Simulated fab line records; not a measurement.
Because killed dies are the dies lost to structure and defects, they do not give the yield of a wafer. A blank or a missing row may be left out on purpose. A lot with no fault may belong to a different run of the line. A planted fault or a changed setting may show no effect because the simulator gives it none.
Matching of chambers / flow n5-finfet / N5_BEOL_M2_DEP_57 on pecvd-04 has 3 sister chambers
The step deposits SiCN from 3MS/NH3, target thk 8 nm, time 14 s. 6 wafers are shown with their chamber, then 7 later ones without.

## WAFERS WITH THEIR CHAMBER
wafer=L079.1; chamber=1; showerhead-plenum-p-Torr (Torr)=3.679; throttle-valve-pct (%)=8.9
wafer=L079.4; chamber=1; showerhead-plenum-p-Torr (Torr)=3.680; throttle-valve-pct (%)=9.0
wafer=L084.3; chamber=0; showerhead-plenum-p-Torr (Torr)=3.647; throttle-valve-pct (%)=9.0
wafer=L084.6; chamber=2; showerhead-plenum-p-Torr (Torr)=3.658; throttle-valve-pct (%)=9.4
wafer=L085.1; chamber=0; showerhead-plenum-p-Torr (Torr)=3.643; throttle-valve-pct (%)=9.1
wafer=L085.2; chamber=2; showerhead-plenum-p-Torr (Torr)=3.652; throttle-valve-pct (%)=9.5

## WAFERS WITH NO CHAMBER GIVEN
wafer=L085.3; showerhead-plenum-p-Torr (Torr)=3.688; throttle-valve-pct (%)=8.9
wafer=L088.1; showerhead-plenum-p-Torr (Torr)=3.650; throttle-valve-pct (%)=9.7
wafer=L088.4; showerhead-plenum-p-Torr (Torr)=3.693; throttle-valve-pct (%)=9.0
wafer=L088.5; showerhead-plenum-p-Torr (Torr)=3.656; throttle-valve-pct (%)=9.3
wafer=L087.3; showerhead-plenum-p-Torr (Torr)=3.654; throttle-valve-pct (%)=9.4
wafer=L087.4; showerhead-plenum-p-Torr (Torr)=3.645; throttle-valve-pct (%)=9.3
wafer=L087.5; showerhead-plenum-p-Torr (Torr)=3.676; throttle-valve-pct (%)=8.9

## THE CHAMBER EACH PASSED THROUGH
wafer=L085.3; from the rows above=1; in truth=1
wafer=L088.1; from the rows above=2; in truth=2
wafer=L088.4; from the rows above=1; in truth=1
wafer=L088.5; from the rows above=2; in truth=2
wafer=L087.3; from the rows above=2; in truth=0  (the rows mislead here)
wafer=L087.4; from the rows above=can't be placed: 0 or 2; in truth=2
wafer=L087.5; from the rows above=1; in truth=1
Placed correctly: 5 of 7. These rows do not allow placing 1 (true chamber among the candidates in 1). Wrongly placed: 1.
How it was worked out, from the rows above alone: a wafer's distance from a chamber is the root of the sum, over the readings, of the square of ((its reading less the chamber's mean) divided by the reading's scatter). The wafer belongs to the nearest chamber; if the next one is less than 2 further off, it can't be placed. Each chamber's mean is taken over the wafers shown for it. The scatter is the square root of a quotient: the sum, over the shown wafers, of each reading's squared deviation from its chamber's mean, divided by wafers minus chambers.
